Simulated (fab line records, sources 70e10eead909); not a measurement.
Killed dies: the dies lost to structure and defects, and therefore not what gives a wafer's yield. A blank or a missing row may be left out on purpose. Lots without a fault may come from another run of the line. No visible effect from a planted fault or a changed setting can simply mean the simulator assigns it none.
Chamber matching | flow nand_harc | NHARC_A_CHANNEL_FILL_D1_ALD_02 on ald_hk-04: 4 sister chambers
The step deposits SiO2, target thk 6 nm, pulse time 10 s, ald cycles 60. 18 wafers are shown with their chamber, then 9 later ones without.

== WAFERS, EACH WITH ITS CHAMBER ==
wafer  | chamber | heater_power_w (W) | precursor_pulse_height_rel
L716.1 | 0       | 454                | 1.001
L716.3 | 1       | 423                | 0.993
L716.5 | 3       | 556                | 0.980
L717.3 | 0       | 454                | 1.016
L717.5 | 2       | 425                | 0.975
L717.6 | 3       | 555                | 0.998
L720.4 | 0       | 455                | 0.998
L720.5 | 1       | 438                | 1.003
L720.6 | 0       | 436                | 1.002
L719.1 | 2       | 437                | 0.986
L719.5 | 0       | 448                | 1.002
L719.6 | 1       | 437                | 1.006
L722.2 | 2       | 424                | 1.022
L722.3 | 3       | 569                | 0.993
L722.4 | 1       | 442                | 1.025
L724.1 | 2       | 434                | 1.017
L724.3 | 3       | 548                | 0.977
L724.5 | 3       | 554                | 1.011

SIGNATURES (means of the wafers above)
reading                    | chamber 0 | chamber 1 | chamber 2 | chamber 3 | scatter within a chamber
heater_power_w             | 449.40    | 435.00    | 430.00    | 556.40    | 7.67
precursor_pulse_height_rel | 1.00380   | 1.00675   | 1.00000   | 0.99180   | 0.0149
Rule: for a wafer and a chamber, the distance is found by dividing, reading by reading, the gap between the wafer's reading and the chamber's mean by the reading's scatter, squaring, summing and taking the root. The wafer belongs to the nearest chamber; if the next one is less than 2 further off, it can't be placed. The scatter: the root of (the sum of the squares of (reading less its chamber's mean) over the shown wafers, divided by (wafers less chambers)).

== WAFERS WITH NO CHAMBER GIVEN ==
wafer  | heater_power_w (W) | precursor_pulse_height_rel
L726.2 | 417                | 0.989
L726.3 | 424                | 1.002
L726.5 | 454                | 1.010
L735.1 | 547                | 0.985
L735.3 | 431                | 1.009
L735.4 | 416                | 0.990
L736.2 | 439                | 1.024
L736.3 | 544                | 0.972
L736.6 | 435                | 0.963

== WHICH CHAMBER EACH WENT THROUGH ==
wafer  | from the rows above          | in truth
L726.2 | can't be placed: 2 or 1      | 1
L726.3 | can't be placed: 2 or 1      | 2
L726.5 | can't be placed: 0 or 1      | 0
L735.1 | 3                            | 3
L735.3 | can't be placed: 1 or 2 or 0 | 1
L735.4 | can't be placed: 2 or 1      | 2
L736.2 | can't be placed: 1 or 0 or 2 | 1
L736.3 | 3                            | 3
L736.6 | can't be placed: 2 or 1 or 0 | 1
Correct placement for 2 of the 9. Cannot be placed on the basis of these rows: 7; the candidates contain the true chamber in 7. Number placed wrongly: 0.
